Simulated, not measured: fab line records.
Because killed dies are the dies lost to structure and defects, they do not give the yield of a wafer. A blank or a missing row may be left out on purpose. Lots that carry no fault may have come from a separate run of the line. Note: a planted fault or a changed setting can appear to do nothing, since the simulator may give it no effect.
fab line records	flow n5-finfet
record: lots: 7	wafers: 21	last-day: 19
route steps=1938 shown BEOL_M4@1071 PASSIVATION@1936
lots that met no fault: from a run of the same line without faults
start-h: hours from the record's opening day to when the first of the lot's shown wafers began	wait-h: how many hours have passed since the lot's step before this one	" as in the row above	L1.1+2: a single row standing in for several wafers	- either no value or no given start	* or withheld: withheld	< > ~ a bound
route shown NAME@n: a module of which the file shows steps, and the number in the route of the first	usual: mean and standard deviation over wafers with no fault	same: alike in all rows	chamber/n: place in a boat	sites: the reading at each site	_std_site: their standard deviation	_edge_site: mean of outer sites minus mean of inner sites	radius-mm: for every site, how far away it sits from the centre of the wafer	mask NAME#n: copy n	behind: the last tool/chamber to shape the wafer	hold: the reason the lot was held/the length of the hold in hours/how it ended	device: names the non-switching transistor (n, p or np)	end of line: the tests these same wafers got at the end of their route	for a step that has no rows: nothing shown but its recipe	killed: the dies lost at the first sort to structure and to defects; this is not the yield of the wafer	map: the dies of a wafer, with x for killed, . for not killed, _ for no die there
set.NAME: the setting the step ran with; set.NAME@STEP: the setting that earlier step ran with	model.NAME: the simulator's own value behind a step, which no gauge read
certain route steps with their lots: each step a table, each wafer a row
services: a tool's chamber out of use, with start hour (start-h, from the record's first day; less than 0 if before it), hours out, and reason
== steps ==
step: N5_BEOL_M4_ETCH_41
recipe: chemistry: CH3F/O2	target: SiCN	target-depth-a: 299	taper-deg: 2	time-s: 52.5	ion-energy-ev: 120	mask-material: TiN	pressure-mtorr: 30	source-w: 395	bias-w: 75	Ar_flow_sccm: 150	CH3F_flow_sccm: 30	O2_flow_sccm: 20
usual: O2_flow_sccm: 19.99/0.061	drypump-motor-current-A: 5.7/0.44	oes-product-au: 0.75/0.086	rf-vpp-V: 297.5/1.7	showerhead-plenum-p-Torr: 2.01/0.077	throttle-valve-pct: 16.38/0.27
lot.wafer	tool	chamber	start-h	wait-h	O2_flow_sccm	drypump-motor-current-A	oes-product-au	rf-hours-counter-h	rf-vpp-V	showerhead-plenum-p-Torr	throttle-valve-pct
L488.3	rie-diel-04	0	-	-	19.95	5.6	0.78	92	294.9	1.93	15.95
L488.4	"	2	"	"	20.09	6.1	0.73	199	296.7	1.91	16.27
L488.5	"	0	"	"	20.04	5.6	0.79	-	295.8	1.93	15.97
L486.1	rie-diel-04	2	-	-	20.05	6.0	0.73	203	296.6	1.91	16.29
L486.3	"	1	"	"	19.92	5.3	0.69	223	299.7	2.08	16.80
L486.5	"	2	"	"	20.09	6.1	0.73	-	294.8	1.91	16.30
L491.1	rie-diel-04	2	-	-	19.96	6.1	0.72	208	293.5	1.91	16.29
L491.2	"	0	"	"	19.97	5.6	0.77	103	296.8	1.93	15.97
L491.4	"	3	"	"	19.95	5.7	0.68	231	297.4	2.06	16.74
L492.1	rie-diel-05	1	-	-	19.94	6.4	0.66	250	295.1	1.89	16.63
L492.2	"	3	"	"	20.04	6.0	0.73	183	297.6	1.99	16.46
L492.4	"	2	"	"	19.96	5.5	0.71	218	299.8	2.05	16.20
L493.1	rie-diel-02	2	-	-	19.99	6.4	0.83	89	300.3	2.11	16.27
L493.5	"	2	"	"	19.96	6.4	0.82	-	299.2	2.11	16.26
L493.6	"	1	"	"	19.96	5.8	0.69	-	298.6	2.05	16.54
L497.1	rie-diel-02	1	-	-	20.00	5.8	0.68	232	297.5	2.05	16.56
L497.2	"	2	"	"	20.06	6.4	0.80	99	300.1	2.11	16.31
L497.3	"	3	"	"	20.00	4.9	0.69	246	296.6	1.95	16.39
L506.1	rie-diel-02	3	-	-	20.05	4.9	0.99	4	296.2	1.95	15.90
L506.4	"	3	"	"	19.93	4.9	0.98	-	296.1	1.95	15.89
L506.5	"	1	"	"	19.99	5.8	0.66	-	297.1	2.04	16.59
step: N5_BEOL_M4_STRIP_97
recipe: chemistry: N2/H2	time-s: 10	power-w: 450	temp-c: 40	pressure-mtorr: 20	rf-frequency-hz: 6e+07	bias-power-w: 7	n2-flow-sccm: 200	h2-flow-sccm: 200
usual: drypump-motor-current-A: 5.7/0.44	h2-flow-sccm: 200.0/0.56	oes-product-au: 0.75/0.083	rf-vpp-V: 59.1/0.88	showerhead-plenum-p-Torr: 2.56/0.099	throttle-valve-pct: 23.71/0.3
lot.wafer	tool	chamber	start-h	wait-h	drypump-motor-current-A	h2-flow-sccm	oes-product-au	rf-hours-counter-h	rf-vpp-V	showerhead-plenum-p-Torr	throttle-valve-pct
L488.3	rie-diel-04	0	-	-	5.6	199.8	0.80	92	58.2	2.44	23.05
L488.4	"	2	"	"	6.1	200.1	0.73	199	58.7	2.43	23.82
L488.5	"	0	"	"	5.6	199.5	0.80	-	59.4	2.44	23.02
L486.1	rie-diel-04	2	-	-	6.1	200.2	0.73	203	59.4	2.43	23.83
L486.3	"	1	"	"	5.3	199.4	0.71	223	61.1	2.62	23.94
L486.5	"	2	"	"	6.1	200.2	0.73	-	58.9	2.43	23.82
L491.1	rie-diel-04	2	-	-	6.1	200.5	0.73	208	59.9	2.42	23.82
L491.2	"	0	"	"	5.6	199.4	0.78	103	60.9	2.43	23.05
L491.4	"	3	"	"	5.7	200.2	0.68	231	58.1	2.63	24.00
L492.1	rie-diel-05	1	-	-	6.5	200.0	0.66	250	59.8	2.38	23.91
L492.2	"	3	"	"	6.1	198.9	0.73	183	58.4	2.52	23.57
L492.4	"	2	"	"	5.5	200.5	0.72	218	59.7	2.63	23.76
L493.1	rie-diel-02	2	-	-	6.4	200.7	0.80	89	60.1	2.68	23.63
L493.5	"	2	"	"	6.4	199.4	0.80	-	59.0	2.68	23.64
L493.6	"	1	"	"	5.8	200.8	0.70	-	58.8	2.63	23.91
L497.1	rie-diel-02	1	-	-	5.8	199.8	0.70	232	57.9	2.62	23.92
L497.2	"	2	"	"	6.4	199.6	0.79	99	59.8	2.68	23.65
L497.3	"	3	"	"	4.9	199.8	0.69	246	60.3	2.51	23.76
L506.1	rie-diel-02	3	-	-	4.9	200.3	0.99	4	59.1	2.51	23.35
L506.4	"	3	"	"	4.9	200.3	0.99	-	58.6	2.51	23.34
L506.5	"	1	"	"	5.8	198.9	0.68	-	58.9	2.61	23.93
step: N5_BEOL_M4_OCD_MEAS_38
usual: trench-depth-nm: 54.8/1.5
lot.wafer	tool	chamber	start-h	wait-h	trench-depth-nm
L488.3	ocd-02	-	202.26	-	55.0
L488.4	"	-	"	"	54.8
L488.5	"	-	"	"	55.4
L486.1	ocd-02	-	214.23	-	55.0
L486.3	"	-	"	"	52.9
L486.5	"	-	"	"	54.2
L491.1	ocd-02	-	232.23	-	54.3
L491.2	"	-	"	"	54.5
L491.4	"	-	"	"	54.1
L492.1	ocd-01	-	232.27	-	53.1
L492.2	"	-	"	"	55.0
L492.4	"	-	"	"	55.0
L493.1	ocd-01	-	243.29	-	57.3
L493.5	"	-	"	"	57.0
L493.6	"	-	"	"	53.6
L497.1	ocd-01	-	265.65	-	53.1
L497.2	"	-	"	"	56.2
L497.3	"	-	"	"	57.3
L506.1	ocd-01	-	314.18	-	57.4
L506.4	"	-	"	"	57.0
L506.5	"	-	"	"	52.1
step: N5_BEOL_M4_HM_STRIP_39
recipe: chemistry: peroxide-tin-strip	material: TiN	target-depth-a: 250	temp-c: 50	time-s: 158
step: N5_BEOL_M4_SRD_40
recipe: time-s: 30	temp-c: 23	rinse-liquid: diw	dry: ipa-marangoni
step: N5_BEOL_M4_PRECLEAN_42
recipe: chemistry: residue-remover	time-s: 60	temp-c: 40
step: N5_BEOL_M4_SRD_43
recipe: time-s: 30	temp-c: 23	rinse-liquid: diw	dry: ipa-marangoni
step: N5_BEOL_M4_CD_MEAS_35
recipe: target-cd-nm: 18	target-cd-y-nm: 22.4	polarity: opening
usual: cd-nm: 18.00/0.3
lot.wafer	tool	chamber	start-h	wait-h	cd-nm
L488.3	cd-sem-03	-	202.41	0.0	18.28
L488.4	"	-	"	"	17.40
L488.5	"	-	"	"	18.55
L486.1	cd-sem-03	-	214.38	0.0	17.40
L486.3	"	-	"	"	17.71
L486.5	"	-	"	"	18.42
L491.1	cd-sem-01	-	232.39	0.0	17.70
L491.2	"	-	"	"	17.75
L491.4	"	-	"	"	18.09
L492.1	cd-sem-02	-	232.43	0.0	18.29
L492.2	"	-	"	"	17.68
L492.4	"	-	"	"	17.55
L493.1	cd-sem-02	-	243.44	0.0	18.10
L493.5	"	-	"	"	18.59
L493.6	"	-	"	"	17.83
L497.1	cd-sem-03	-	265.80	0.0	17.81
L497.2	"	-	"	"	18.36
L497.3	"	-	"	"	17.64
L506.1	cd-sem-03	-	314.33	0.0	18.09
L506.4	"	-	"	"	18.30
L506.5	"	-	"	"	17.53
step: N5_BEOL_M4_DEGAS_44
recipe: ambient: vacuum	temp-c: 250	time-s: 60
usual: heater-power-w: 343/34
lot.wafer	tool	chamber	start-h	wait-h	heater-power-w
L488.3	pvd-sputter-02	-	202.48	0.1	348
L488.4	"	-	"	"	400
L488.5	"	-	"	"	349
L486.1	pvd-sputter-03	-	214.61	0.2	317
L486.3	"	-	"	"	290
L486.5	"	-	"	"	317
L491.1	pvd-sputter-02	-	232.89	0.5	411
L491.2	"	-	"	"	348
L491.4	"	-	"	"	361
L492.1	pvd-sputter-03	-	233.06	0.6	374
L492.2	"	-	"	"	319
L492.4	"	-	"	"	371
L493.1	pvd-sputter-02	-	243.86	0.4	360
L493.5	"	-	"	"	354
L493.6	"	-	"	"	344
L497.1	pvd-sputter-02	-	266.31	0.5	309
L497.2	"	-	"	"	352
L497.3	"	-	"	"	351
L506.1	pvd-sputter-02	-	314.68	0.3	312
L506.4	"	-	"	"	348
L506.5	"	-	"	"	353
step: N5_BEOL_M4_PRE_CLEAN_45
recipe: gas: H2/He	time-s: 30	temp-c: 250
step: N5_BEOL_M4_ALD_84
recipe: material: TaN	target-thk-a: *	temp-c: 275	ald-precursor-family: PDMAT	ald-co-reactant: NH3	pressure-torr: 3	carrier-flow-sccm: 1500	pulse-time-s: 2	purge-time-s: 3	co-reactant-purge-time-s: 2	co-reactant-pulse-time-s: 3	ald-cycles: 30	precursor-vessel-temp-c: 75	precursor-vessel-pressure-torr: 26.25	precursor-vessel-carrier-sccm: 1000
usual: heater-power-w: 417/36
same: pulse-time-s: 2
lot.wafer	tool	chamber	start-h	wait-h	heater-power-w
L488.3	ald-metal-01	2	202.64	0.1	436
L488.4	"	0	"	"	488
L488.5	"	3	"	"	406
L486.1	ald-metal-03	3	214.76	0.1	402
L486.3	"	2	"	"	408
L486.5	"	1	"	"	417
L491.1	ald-metal-04	2	233.03	0.1	392
L491.2	"	3	"	"	453
L491.4	"	2	"	"	399
L492.1	ald-metal-03	3	233.18	0.1	410
L492.2	"	1	"	"	397
L492.4	"	0	"	"	428
L493.1	ald-metal-01	0	243.99	0.1	484
L493.5	"	1	"	"	322
L493.6	"	0	"	"	486
L497.1	ald-metal-03	2	266.62	0.2	417
L497.2	"	0	"	"	444
L497.3	"	3	"	"	405
L506.1	ald-metal-03	3	314.80	0.1	395
L506.4	"	1	"	"	409
L506.5	"	3	"	"	394
step: N5_BEOL_M4_SURFACE_TREAT_85
recipe: gas: Ar	time-s: *	ion-energy-ev: *	ion-current-ma-cm2: 0.5	pressure-mtorr: *	ar-flow-sccm: 30
step: N5_BEOL_M4_CVD_47
recipe: material: Co	target-thk-a: 30	temp-c: withheld	precursor: CCTBA/H2	pressure-torr: 30	time-s: 223.8
usual: run-length-s: 246.5/0.42
lot.wafer	tool	chamber	start-h	wait-h	run-length-s
L488.3	cvd-co-01	1	203.16	0.3	246.5
L488.4	"	2	"	"	246.4
L488.5	"	1	"	"	246.7
L486.1	cvd-co-02	0	215.07	0.1	246.0
L486.3	"	2	"	"	247.0
L486.5	"	1	"	"	247.2
L491.1	cvd-co-02	2	233.58	0.1	137.4
L491.2	"	0	"	"	136.8
L491.4	"	1	"	"	137.4
L492.1	cvd-co-02	1	233.72	0.2	137.4
L492.2	"	2	"	"	137.8
L492.4	"	1	"	"	137.8
L493.1	cvd-co-02	2	244.62	0.3	138.0
L493.5	"	1	"	"	137.5
L493.6	"	2	"	"	137.5
L497.1	cvd-co-01	0	267.25	0.3	246.3
L497.2	"	2	"	"	246.1
L497.3	"	1	"	"	246.7
L506.1	cvd-co-01	1	315.32	0.3	246.4
L506.4	"	0	"	"	246.2
L506.5	"	1	"	"	246.5
step: N5_BEOL_M4_SPUTTER_48
recipe: material: Cu	target-thk-a: 45	temp-c: -20	chamber-pressure-pa: 0.07	power-w: withheld	time-s: 8.29
usual: throttle-valve-pct: 30.2/1
lot.wafer	tool	chamber	start-h	wait-h	throttle-valve-pct
L488.3	pvd-sputter-01	-	204.83	1.6	30.1
L488.4	"	-	"	"	30.1
L488.5	"	-	"	"	30.2
L486.1	pvd-sputter-03	-	215.33	0.2	31.5
L486.3	"	-	"	"	31.8
L486.5	"	-	"	"	31.3
L491.1	pvd-sputter-03	-	233.86	0.2	30.1
L491.2	"	-	"	"	29.8
L491.4	"	-	"	"	31.8
L492.1	pvd-sputter-01	-	235.60	1.8	30.5
L492.2	"	-	"	"	30.1
L492.4	"	-	"	"	30.2
L493.1	pvd-sputter-01	-	246.27	1.6	28.2
L493.5	"	-	"	"	29.9
L493.6	"	-	"	"	30.7
L497.1	pvd-sputter-02	-	268.92	1.6	31.9
L497.2	"	-	"	"	29.7
L497.3	"	-	"	"	30.1
L506.1	pvd-sputter-01	-	315.84	0.5	28.4
L506.4	"	-	"	"	30.7
L506.5	"	-	"	"	27.7
step: N5_BEOL_M4_RC_MEAS_101
usual: DIBL_N: 36.6/1.9	DIBL_P: 36.7/2.2	IOFF_N: 0.16/0.035	IOFF_P: 0.22/0.038	ION_N: 672/14	ION_P: 462/8.3	SS_N: 71.6/0.65	SS_P: 73.5/0.72	VT_N: 250/3.5	VT_P: -250/3.1
lot.wafer	tool	chamber	start-h	wait-h	DIBL_N[mV/V]	DIBL_P[mV/V]	IOFF_N[nA/um]	IOFF_P[nA/um]	ION_N[uA/um]	ION_P[uA/um]	SS_N[mV/dec]	SS_P[mV/dec]	VT_N[mV]	VT_P[mV]
L488.3	prober-02	0	208.00	0.3	33.2	32.8	0.11	0.14	642	438	70.5	72.1	260	-257
L488.4	"	0	"	"	37.0	37.2	0.17	0.20	656	449	71.0	73.1	250	-254
L488.5	"	0	"	"	34.8	35.1	0.12	0.17	637	447	70.9	73.4	259	-257
L486.1	prober-02	0	218.22	0.0	32.9	32.0	0.11	0.17	673	468	70.0	72.3	252	-248
L486.3	"	0	"	"	35.2	35.0	0.13	0.21	657	465	70.7	72.8	253	-245
L486.5	"	0	"	"	35.5	35.4	0.14	0.22	659	463	70.8	73.1	251	-247
L491.1	prober-01	0	236.85	0.0	38.4	38.8	0.20	0.22	678	456	72.8	73.3	245	-251
L491.2	"	0	"	"	39.2	40.2	0.22	0.25	703	469	71.9	73.7	246	-251
L491.4	"	0	"	"	40.0	40.8	0.23	0.26	682	458	73.2	74.5	245	-248
L492.1	prober-01	0	238.46	0.0	37.5	37.2	0.16	0.23	672	461	71.6	73.0	251	-250
L492.2	"	0	"	"	34.7	34.3	0.12	0.17	664	463	71.3	72.4	255	-253
L492.4	"	0	"	"	36.8	36.2	0.15	0.21	670	461	71.6	72.9	250	-251
L493.1	prober-02	0	249.12	0.0	35.6	36.2	0.14	0.20	654	455	71.2	72.7	252	-253
L493.5	"	0	"	"	36.5	36.0	0.14	0.19	669	463	71.6	72.9	252	-251
L493.6	"	0	"	"	35.6	35.9	0.13	0.19	660	450	71.8	73.9	254	-251
L497.1	prober-01	0	271.92	0.0	36.7	36.6	0.16	0.21	663	456	72.2	73.3	249	-252
L497.2	"	0	"	"	35.8	35.7	0.15	0.20	681	470	71.4	73.1	248	-252
L497.3	"	0	"	"	34.7	34.2	0.13	0.18	677	462	71.1	73.0	253	-253
L506.1	prober-02	0	319.66	0.0	36.6	36.0	0.16	0.23	682	472	71.7	72.4	248	-246
L506.4	"	0	"	"	36.7	35.6	0.17	0.23	688	464	71.3	73.1	247	-248
L506.5	"	0	"	"	37.7	38.1	0.19	0.28	692	478	71.9	73.1	246	-244
step: N5_PASSIVATION_PROBE_49
usual: defect-limited-yield: 91.6/1.4	killed_at_M0_to_M3: 35/10	killed_at_M4_up: 13/4.8	killed-at-contacts: 12/7.2	killed-at-front-end: 36/12	killed-at-other: 4/3.1	killed-dies: 100/17	killed-open: 66/13	killed-short: 32/7.3	sort_bin_5_function: 5.0/0.94	sort_bin_6_memory: 3.1/0.67	sort_bin_8_speed: 0.01/0.047	sort-n-pass: 1080/17
same: gross-dies: 1180	killed-at-back-side: 0	sort_bin_4_leakage[%]: 0
lot.wafer	tool	chamber	start-h	wait-h	defect-limited-yield[%]	killed_at_M0_to_M3	killed_at_M4_up	killed-at-contacts	killed-at-front-end	killed-at-other	killed-dies	killed-open	killed-short	sort_bin_5_function[%]	sort_bin_6_memory[%]	sort_bin_8_speed[%]	sort-n-pass
L488.3	prober-02	-	322.94	0.1	89.9	34	8	36	37	4	119	92	27	5.5	4.4	0.42	1056
L488.4	prober-02	-	322.99	0.2	89.4	30	4	29	59	3	125	81	43	5.8	4.2	0	1055
L488.5	prober-02	-	323.04	0.2	86.9	42	6	38	59	9	154	107	45	8.2	4.6	0.08	1026
L486.1	prober-01	-	347.61	0.0	91.9	43	12	5	27	8	95	67	26	5.1	2.8	0	1085
L486.3	prober-01	-	347.71	0.1	90.3	24	15	9	65	2	115	69	46	5.9	3.1	0	1065
L486.5	prober-01	-	347.81	0.2	92.3	31	8	5	34	13	91	66	24	4.7	2.7	0	1089
L491.1	prober-01	-	356.78	0.0	92.5	23	9	12	38	7	89	58	30	3.9	3.4	0	1091
L491.2	prober-01	-	356.83	0.1	91.6	29	20	12	36	2	99	62	37	4.7	3.6	0	1081
L491.4	prober-01	-	356.93	0.2	92.4	25	10	9	42	4	90	57	33	4.2	3.1	0	1090
L492.1	prober-02	-	371.37	0.0	91.8	22	17	17	38	3	97	71	26	5.0	2.6	0	1083
L492.2	prober-02	-	371.42	0.1	90.9	21	14	10	62	0	107	71	35	5.6	3.1	0	1073
L492.4	prober-02	-	371.52	0.2	90.7	19	14	9	65	3	110	71	39	5.8	3.1	0	1070
L493.1	prober-02	-	375.70	0.0	93.6	26	16	8	23	2	75	46	27	3.6	2.3	0	1105
L493.5	prober-02	-	375.90	0.2	94.3	28	11	8	20	0	67	43	24	3.4	1.9	0	1113
L493.6	prober-02	-	375.95	0.3	93.2	35	6	4	34	1	80	53	21	4.1	1.6	0	1100
L497.1	prober-01	-	389.01	0.0	90.7	30	16	13	47	4	110	75	34	5.2	3.5	0	1070
L497.2	prober-01	-	389.06	0.1	91.7	31	11	9	43	4	98	70	28	4.6	3.4	0	1082
L497.3	prober-01	-	389.11	0.1	90.2	37	16	15	44	4	116	74	37	5.8	3.4	0.17	1064
L506.1	prober-01	-	446.15	0.0	88.9	76	16	9	25	5	131	100	31	6.9	4.1	0	1049
L506.4	prober-01	-	446.30	0.2	92.1	31	14	2	41	5	93	60	32	4.9	2.7	0	1087
L506.5	prober-01	-	446.35	0.2	89.6	34	21	10	53	5	123	83	39	6.3	4.0	0	1057
killed by level:class
L488.3 MOL_CONTACT_COAG:geometric-particle:open=30 STI_FIN_REVEAL:geometric-particle:open=10 BEOL_M0_SAQP:geometric-particle:open=9 FIN_SAQP:geometric-particle:open=8 BEOL_M0_SAQP:geometric-particle:short=7 MOL_CONTACT_COAG:geometric-particle:short=6 BEOL_M0:geometric-particle:open=6 BEOL_M2:geometric-particle:open=6
L488.4 MOL_CONTACT_COAG:geometric-particle:open=25 FIN_SAQP:geometric-particle:open=12 GATE_CUT:geometric-particle:short=10 BEOL_M0_SAQP:geometric-particle:open=8 FIN_SAQP:geometric-particle:short=7 STI_FIN_REVEAL:geometric-particle:open=7 BEOL_M0_SAQP:geometric-particle:short=7 ILD0:geometric-particle:open=5
L488.5 MOL_CONTACT_COAG:geometric-particle:open=29 BEOL_M0_SAQP:geometric-particle:open=16 STI_FIN_REVEAL:geometric-particle:open=15 FIN_SAQP:geometric-particle:short=14 FIN_SAQP:geometric-particle:open=12 MOL_CONTACT_COAG:geometric-particle:short=9 BEOL_M3:geometric-particle:open=7 BEOL_M2:geometric-particle:open=7
L486.1 STI_FIN_REVEAL:geometric-particle:open=10 BEOL_M2:geometric-particle:open=10 BEOL_M3:geometric-particle:open=10 BEOL_M0_SAQP:geometric-particle:short=7 MOL_CONTACT_COAG:geometric-particle:open=5 BEOL_M0_SAQP:geometric-particle:open=5 BEOL_M1:geometric-particle:open=4 GATE_CUT:geometric-particle:short=3
L486.3 FIN_SAQP:geometric-particle:short=15 GATE_CUT:geometric-particle:short=11 FIN_SAQP:geometric-particle:open=10 STI_FIN_REVEAL:geometric-particle:open=10 BEOL_M0_SAQP:geometric-particle:short=6 MOL_CONTACT_COAG:geometric-particle:open=6 BEOL_M0:geometric-particle:open=6 BEOL_M1:geometric-particle:open=5
L486.5 BEOL_M3:geometric-particle:open=12 GATE_CUT:geometric-particle:open=7 BEOL_M0_SAQP:geometric-particle:short=7 FIN_SAQP:geometric-particle:open=6 STI_FIN_REVEAL:geometric-particle:open=6 GATE_CUT:geometric-particle:short=5 PASS1_CAP:geometric-particle:open=5 DUMMY_GATE:geometric-particle:open=4
L491.1 MOL_CONTACT_COAG:geometric-particle:open=11 STI_FIN_REVEAL:geometric-particle:open=8 FIN_SAQP:geometric-particle:short=7 BEOL_M0_SAQP:geometric-particle:short=5 BEOL_M1:geometric-particle:open=5 FIN_SAQP:geometric-particle:open=4 DUMMY_GATE:geometric-particle:open=4 BEOL_M0_SAQP:geometric-particle:open=4
L491.2 STI_FIN_REVEAL:geometric-particle:open=17 BEOL_M4:geometric-particle:open=9 MOL_CONTACT_COAG:geometric-particle:open=8 BEOL_M0_SAQP:geometric-particle:short=8 BEOL_M1:geometric-particle:open=8 STARTING-WAFER:geometric-particle:short=4 FIN_SAQP:geometric-particle:open=4 MOL_CONTACT_COAG:geometric-particle:short=4
L491.4 FIN_SAQP:geometric-particle:open=13 BEOL_M0_SAQP:geometric-particle:short=12 STI_FIN_REVEAL:geometric-particle:open=10 BEOL_M0_SAQP:geometric-particle:open=7 MOL_CONTACT_COAG:geometric-particle:open=6 FIN_SAQP:geometric-particle:short=3 MOL_CONTACT_COAG:geometric-particle:short=3 BEOL_M1:geometric-particle:open=3
L492.1 MOL_CONTACT_COAG:geometric-particle:open=14 BEOL_M4:geometric-particle:open=13 STI_FIN_REVEAL:geometric-particle:open=12 BEOL_M2:geometric-particle:open=10 FIN_SAQP:geometric-particle:open=5 STI_FIN_REVEAL:geometric-particle:short=4 ILD0:geometric-particle:open=4 ILD0:geometric-particle:short=3
L492.2 STI_FIN_REVEAL:geometric-particle:open=22 FIN_SAQP:geometric-particle:open=6 MOL_CONTACT_COAG:geometric-particle:open=6 BEOL_M4:geometric-particle:open=6 BEOL_M0_SAQP:geometric-particle:open=6 STI_FIN_REVEAL:geometric-particle:short=5 STARTING-WAFER:geometric-particle:short=5 FIN_SAQP:geometric-particle:short=4
L492.4 STI_FIN_REVEAL:geometric-particle:open=17 FIN_SAQP:geometric-particle:short=13 MOL_CONTACT_COAG:geometric-particle:open=9 DUMMY_GATE:geometric-particle:open=7 BEOL_M4:geometric-particle:open=7 FIN_SAQP:geometric-particle:open=6 BEOL_M1:geometric-particle:open=6 STI_FIN_REVEAL:geometric-particle:short=5
L493.1 BEOL_M2:geometric-particle:open=12 BEOL_M4:geometric-particle:open=6 MOL_CONTACT_COAG:geometric-particle:open=6 BEOL_M4:geometric-particle:short=5 BEOL_M3:geometric-particle:open=4 STARTING-WAFER:geometric-particle:short=4 FIN_SAQP:geometric-particle:short=3 GATE_CUT:geometric-particle:short=3
L493.5 BEOL_M0_SAQP:geometric-particle:open=7 MOL_CONTACT_COAG:geometric-particle:open=6 BEOL_M1:geometric-particle:open=6 BEOL_M0_SAQP:geometric-particle:short=5 BEOL_M4:geometric-particle:open=4 STARTING-WAFER:geometric-particle:short=4 FIN_SAQP:geometric-particle:open=3 DUMMY_GATE:geometric-particle:open=3
L493.6 BEOL_M2:geometric-particle:open=11 STI_FIN_REVEAL:geometric-particle:open=10 BEOL_M3:geometric-particle:open=9 BEOL_M0_SAQP:geometric-particle:short=6 HKMG_FIN:area-etch=6 STARTING-WAFER:geometric-particle:open=4 FIN_SAQP:geometric-particle:open=3 STI_FIN_REVEAL:geometric-particle:short=3
L497.1 MOL_CONTACT_COAG:geometric-particle:open=12 FIN_SAQP:geometric-particle:open=10 BEOL_M1:geometric-particle:open=10 FIN_SAQP:geometric-particle:short=6 STI_FIN_REVEAL:geometric-particle:open=6 STARTING-WAFER:geometric-particle:short=6 BEOL_M0_SAQP:geometric-particle:open=6 DUMMY_GATE:geometric-particle:open=5
L497.2 BEOL_M1:geometric-particle:open=11 STI_FIN_REVEAL:geometric-particle:open=9 FIN_SAQP:geometric-particle:short=6 FIN_SAQP:geometric-particle:open=6 BEOL_M2:geometric-particle:open=6 STARTING-WAFER:geometric-particle:open=6 MOL_CONTACT_COAG:geometric-particle:open=5 BEOL_M3:geometric-particle:open=5
L497.3 FIN_SAQP:geometric-particle:open=13 MOL_CONTACT_COAG:geometric-particle:open=10 FIN_SAQP:geometric-particle:short=8 BEOL_M1:geometric-particle:open=7 BEOL_M2:geometric-particle:open=7 STI_FIN_REVEAL:geometric-particle:open=6 BEOL_M0_SAQP:geometric-particle:short=6 BEOL_M3:geometric-particle:open=6
L506.1 BEOL_M1:geometric-particle:open=33 BEOL_M0_SAQP:geometric-particle:short=10 BEOL_M3:geometric-particle:open=10 BEOL_M0_SAQP:geometric-particle:open=9 MOL_CONTACT_COAG:geometric-particle:open=7 BEOL_M4:geometric-particle:open=7 FIN_SAQP:geometric-particle:open=6 FIN_SAQP:geometric-particle:short=5
L506.4 FIN_SAQP:geometric-particle:short=9 BEOL_M1:geometric-particle:open=9 STI_FIN_REVEAL:geometric-particle:open=8 BEOL_M0_SAQP:geometric-particle:short=5 BEOL_M2:geometric-particle:open=5 BEOL_M4:geometric-particle:open=5 DUMMY_GATE:geometric-particle:open=4 GATE_CUT:geometric-particle:open=4
L506.5 BEOL_M4:geometric-particle:open=14 BEOL_M1:geometric-particle:open=11 FIN_SAQP:geometric-particle:short=10 STI_FIN_REVEAL:geometric-particle:open=10 MOL_CONTACT_COAG:geometric-particle:open=8 FIN_SAQP:geometric-particle:open=7 BEOL_M2:geometric-particle:open=6 STI_FIN_REVEAL:geometric-particle:short=5
== services ==
tool	chamber	start-h	hours	kind
rie-diel-02	0	205.33	-	clean
rie-diel-02	0	205.33	-	consumable-replace:focus-ring
rie-diel-02	0	205.33	-	consumable-replace:showerhead
rie-diel-02	0	205.33	23.1	scheduled-down
rie-diel-02	0	205.33	23.1	vent-cycle
ald-metal-01	2	212.57	3.9	repair
cvd-co-02	-	214.02	0.4	repair
ald-metal-04	1	220.16	18.0	repair
rie-diel-02	1	236.01	1.8	repair
ald-metal-03	-	238.23	6.0	pm
rie-diel-04	-	241.54	0.5	repair
cvd-co-01	2	254.90	3.5	repair
cvd-co-02	-	255.23	0.4	repair
rie-diel-02	-	268.92	2.8	pm
pvd-sputter-01	-	272.01	0.5	repair
rie-diel-02	3	279.76	-	clean
rie-diel-02	3	279.76	-	consumable-replace:focus-ring
rie-diel-02	3	279.76	24.2	scheduled-down
ald-metal-03	-	281.16	1.4	repair
rie-diel-05	2	293.30	10.5	repair
rie-diel-05	-	300.33	0.8	repair
rie-diel-02	0	304.01	13.7	repair
cvd-co-02	-	305.78	6.9	pm
ald-metal-03	-	310.46	0.6	repair
== key ==
first-sign: step: N5_BEOL_M4_CVD_47	reading: run-length-s	direction: down	sigmas: 99+	usual: *	struck: *
effect none on later readings
met-at N5_BEOL_M4_CVD_47
struck-wafers L491.1,L491.2,L491.4,L492.1,L492.2,L492.4,L493.1,L493.5,L493.6
fault: kind: process-parameter-drift	tool: cvd-co-02	chamber: -	onset-h: 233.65	steps: N5_BEOL_M4_CVD_47	channel: time-s	offset: *	shape: step	acts-in: *	stated: *
